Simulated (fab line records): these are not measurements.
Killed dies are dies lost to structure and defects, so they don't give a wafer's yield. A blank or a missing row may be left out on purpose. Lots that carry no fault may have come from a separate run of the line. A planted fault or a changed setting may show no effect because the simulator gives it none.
Struck lot and sound lot, side by side / flow n5_finfet / 16 steps out of a route of 1938
Sound: the wafers L362.1, L362.4, L362.6. The struck wafers were L380.1, L380.2, L380.6. The cause comes at the end.
Per side, at each step with rows, come the tool, then ch with its chambers, and then its first start. Under that, the readings that differ: sound wafers / struck wafers / difference of the means / sigmas: that difference in standard deviations of wafers without a fault.
alike: readings whose means differ by less than 2 such deviations, and words and numbers that are the same on both sides. not compared: withheld readings, readings that some wafer has no value for, bounds like >300 that may hide the same value, and numbers for which the record gives no deviation and whose values overlap.
A row with sigmas, a row that says differs or no value, or rows on one side alone: a step with any of these is where the two part. Non-overlapping numbers with no deviation appear without sigmas and do not part them. Lack of a reading on every wafer of one side parts them only where that side has two or more wafers.

first, 1 step without rows for these wafers: N5_SD_EPI_P_STRIP_38 (strips in N2/H2).
N5_SD_EPI_P_ETCHBACK_46: etches SiNx in CH3F/O2, stops on SiO2, target depth 17.5 nm.
  sound on rie_diel-02 ch 0,1,3, day 3 07:50; struck on rie_diel-04 ch 1,2, day 7 18:23
reading=showerhead_plenum_p_Torr (Torr); sound=2.11 2.12 2.08; struck=1.99 1.90 1.90; difference=-0.17; sigmas=-3
  alike: bias_w, drypump_motor_current_A, oes_product_au, rf_vpp_V, throttle_valve_pct
  not compared: rf_hours_counter_h
N5_SD_EPI_P_ETCH_47: etches SiOCN in CH3F/O2, target depth 25 nm.
  sound on rie_diel-02 ch 0,1,3, day 3 07:56; struck on rie_diel-04 ch 1,2, day 7 18:29
reading=showerhead_plenum_p_Torr (Torr); sound=2.11 2.12 2.08; struck=1.99 1.90 1.90; difference=-0.17; sigmas=-3
  alike: bias_w, drypump_motor_current_A, oes_product_au, rf_vpp_V, throttle_valve_pct
  not compared: rf_hours_counter_h
N5_SD_EPI_P_ETCH_16: etches SiO2 in CHF3/O2, target depth 5 nm.
  sound on rie_diel-02 ch 0,1,3, day 3 08:02; struck on rie_diel-04 ch 1,2, day 7 18:35
reading=showerhead_plenum_p_Torr (Torr); sound=2.53 2.55 2.50; struck=2.40 2.29 2.29; difference=-0.20; sigmas=-3
  alike: bias_w, drypump_motor_current_A, oes_product_au, rf_vpp_V, throttle_valve_pct
  not compared: rf_hours_counter_h
then, 1 step without rows for these wafers: N5_SD_EPI_P_STRIP_50 (strips in CHF3/O2).
N5_SD_EPI_P_SD_RECESS_17: chemistry HBr/Cl2/O2, target depth 39.1 nm, bt time 3 s.
  sound on rie_si-04 ch 1,2,3, day 3 08:07; struck on rie_si-04 ch 1,2,3, day 7 18:39
  alike: bias_w, drypump_motor_current_A, oes_product_au, throttle_valve_pct
  not compared: rf_hours_counter_h
then, 1 step without rows for these wafers: N5_SD_EPI_P_WET_ETCH_45 (etches SiO2 in dHF, time 10.7 s, target depth 2 nm, rinse time 30 s).
N5_SD_EPI_P_STRIP_40: strips in N2/H2.
  sound on plasma_asher-01 ch 0,1, day 3 08:15; struck on plasma_asher-02 ch 0,1, day 7 18:49
  alike: drypump_motor_current_A, heater_power_w, oes_product_au
  not compared: rf_hours_counter_h
then, 4 steps without rows for these wafers: N5_SD_EPI_P_PRECLEAN_52 (cleans in O3/DIW, time 60 s); N5_SD_EPI_P_SRD_20 (time 30 s); N5_SD_EPI_P_PRECLEAN_51 (cleans in NF3:NH3, afs cycles 1, time 20 s, sublimation time 60 s); N5_SD_EPI_P_VAPOR_ETCH_44 (etches SiGe30 in NF3/Ar, time 3.3 s).
N5_SD_EPI_P_EPI_21: deposits SiGe:B, time 355 s.
  sound on epi_rpcvd-03 ch 0, day 3 08:46; struck on epi_rpcvd-03 ch 0, day 7 19:20
N5_SD_EPI_P_EPI_MEAS_23:
  sound on film_metro-01, day 3 10:58; struck on film_metro-01, day 7 21:31
reading=thk_nm (nm); sound=60.2 60.9 58.6; struck=52.2 50.2 51.8; difference=-8.5; sigmas=-7
then, 1 step without rows for these wafers: N5_SD_EPI_P_HM_STRIP_48 (strips SiNx in H3PO4, material SiNx, target depth 3 nm).
N5_PASSIVATION_PROBE_49:
  the record has rows for the sound wafers here (prober-01, day 14 03:19) and none for the struck ones

== WHERE THEY PART ==
First at N5_SD_EPI_P_ETCHBACK_46; last, within this record, at N5_PASSIVATION_PROBE_49.

WHY: what had been put in by the simulator
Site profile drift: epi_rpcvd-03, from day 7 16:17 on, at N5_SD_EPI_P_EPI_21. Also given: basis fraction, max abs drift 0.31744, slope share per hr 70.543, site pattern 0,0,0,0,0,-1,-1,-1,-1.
